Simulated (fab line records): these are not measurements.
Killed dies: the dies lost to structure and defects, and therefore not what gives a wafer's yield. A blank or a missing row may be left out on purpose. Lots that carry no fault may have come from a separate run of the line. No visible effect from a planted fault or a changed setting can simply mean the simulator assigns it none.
Matching of chambers :: flow nandHarc :: 4 sister chambers for NHARC_A_STAIRCASE_DESCUM_11 on rieDiel-04
The step chemistry O2, time 3 s. 16 wafers are shown with their chamber, then 8 later ones without.

## WAFERS WITH THEIR CHAMBER
wafer: L077.1
chamber: 1
showerheadPlenumPTorr (Torr): 1.91
throttleValvePct (%): 11.299
oesProductAu (a.u.): 0.998

wafer: L077.2
chamber: 0
showerheadPlenumPTorr (Torr): 1.87
throttleValvePct (%): 11.311
oesProductAu (a.u.): 1.011

wafer: L077.5
chamber: 0
showerheadPlenumPTorr (Torr): 1.87
throttleValvePct (%): 11.316
oesProductAu (a.u.): 0.993

wafer: L076.1
chamber: 2
showerheadPlenumPTorr (Torr): 1.83
throttleValvePct (%): 11.302
oesProductAu (a.u.): 1.002

wafer: L076.2
chamber: 3
showerheadPlenumPTorr (Torr): 1.80
throttleValvePct (%): 11.319
oesProductAu (a.u.): 1.001

wafer: L076.3
chamber: 0
showerheadPlenumPTorr (Torr): 1.87
throttleValvePct (%): 11.312
oesProductAu (a.u.): 1.009

wafer: L078.2
chamber: 1
showerheadPlenumPTorr (Torr): 1.91
throttleValvePct (%): 11.311
oesProductAu (a.u.): 1.001

wafer: L078.3
chamber: 2
showerheadPlenumPTorr (Torr): 1.83
throttleValvePct (%): 11.297
oesProductAu (a.u.): 0.981

wafer: L078.6
chamber: 1
showerheadPlenumPTorr (Torr): 1.91
throttleValvePct (%): 11.319
oesProductAu (a.u.): 0.995

wafer: L080.1
chamber: 3
showerheadPlenumPTorr (Torr): 1.80
throttleValvePct (%): 11.326
oesProductAu (a.u.): 1.005

wafer: L080.3
chamber: 2
showerheadPlenumPTorr (Torr): 1.83
throttleValvePct (%): 11.310
oesProductAu (a.u.): 1.000

wafer: L080.6
chamber: 1
showerheadPlenumPTorr (Torr): 1.91
throttleValvePct (%): 11.307
oesProductAu (a.u.): 0.998

wafer: L082.1
chamber: 0
showerheadPlenumPTorr (Torr): 1.86
throttleValvePct (%): 11.294
oesProductAu (a.u.): 1.010

wafer: L082.4
chamber: 2
showerheadPlenumPTorr (Torr): 1.83
throttleValvePct (%): 11.310
oesProductAu (a.u.): 1.008

wafer: L082.5
chamber: 0
showerheadPlenumPTorr (Torr): 1.86
throttleValvePct (%): 11.306
oesProductAu (a.u.): 1.020

wafer: L085.2
chamber: 2
showerheadPlenumPTorr (Torr): 1.83
throttleValvePct (%): 11.300
oesProductAu (a.u.): 1.002

SIGNATURES (averages over the wafers above)
reading: showerheadPlenumPTorr
chamber 0: 1.8660
chamber 1: 1.9100
chamber 2: 1.8300
chamber 3: 1.8000
scatter within a chamber: 0.00316

reading: throttleValvePct
chamber 0: 11.30780
chamber 1: 11.30900
chamber 2: 11.30380
chamber 3: 11.32250
scatter within a chamber: 0.00743

reading: oesProductAu
chamber 0: 1.00860
chamber 1: 0.99800
chamber 2: 0.99860
chamber 3: 1.00300
scatter within a chamber: 0.00832
Rule: for each reading, subtract the chamber's mean from the wafer's reading, divide by that reading's scatter and square the result; add these up over the readings and take the root, which gives the wafer's distance from the chamber. The wafer belongs to the nearest chamber; if the next one is less than 2 further off, it can't be placed. The scatter: take each reading less its chamber's mean, square it, sum over the shown wafers, divide by the number of wafers less the number of chambers, and take the root.

## WAFERS MISSING THEIR CHAMBER
wafer: L085.3
showerheadPlenumPTorr (Torr): 1.86
throttleValvePct (%): 11.306
oesProductAu (a.u.): 1.002

wafer: L085.4
showerheadPlenumPTorr (Torr): 1.90
throttleValvePct (%): 11.309
oesProductAu (a.u.): 1.006

wafer: L090.1
showerheadPlenumPTorr (Torr): 1.82
throttleValvePct (%): 11.318
oesProductAu (a.u.): 0.995

wafer: L090.4
showerheadPlenumPTorr (Torr): 1.90
throttleValvePct (%): 11.314
oesProductAu (a.u.): 0.994

wafer: L090.5
showerheadPlenumPTorr (Torr): 1.79
throttleValvePct (%): 11.297
oesProductAu (a.u.): 0.989

wafer: L097.1
showerheadPlenumPTorr (Torr): 1.89
throttleValvePct (%): 11.323
oesProductAu (a.u.): 1.004

wafer: L097.5
showerheadPlenumPTorr (Torr): 1.82
throttleValvePct (%): 11.297
oesProductAu (a.u.): 0.995

wafer: L097.6
showerheadPlenumPTorr (Torr): 1.78
throttleValvePct (%): 11.308
oesProductAu (a.u.): 0.989

## EACH ONE'S CHAMBER
wafer: L085.3
from the rows above: 0
in truth: 0

wafer: L085.4
from the rows above: 1
in truth: 1

wafer: L090.1
from the rows above: 2
in truth: 2

wafer: L090.4
from the rows above: 1
in truth: 1

wafer: L090.5
from the rows above: 3
in truth: 3

wafer: L097.1
from the rows above: can't be placed: 1 or 0
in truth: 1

wafer: L097.5
from the rows above: 2
in truth: 2

wafer: L097.6
from the rows above: 3
in truth: 3
Correctly placed: 7 of 8. Unplaceable from these rows: 1, with the true chamber sitting among the candidates in 1. Number placed wrongly: 0.
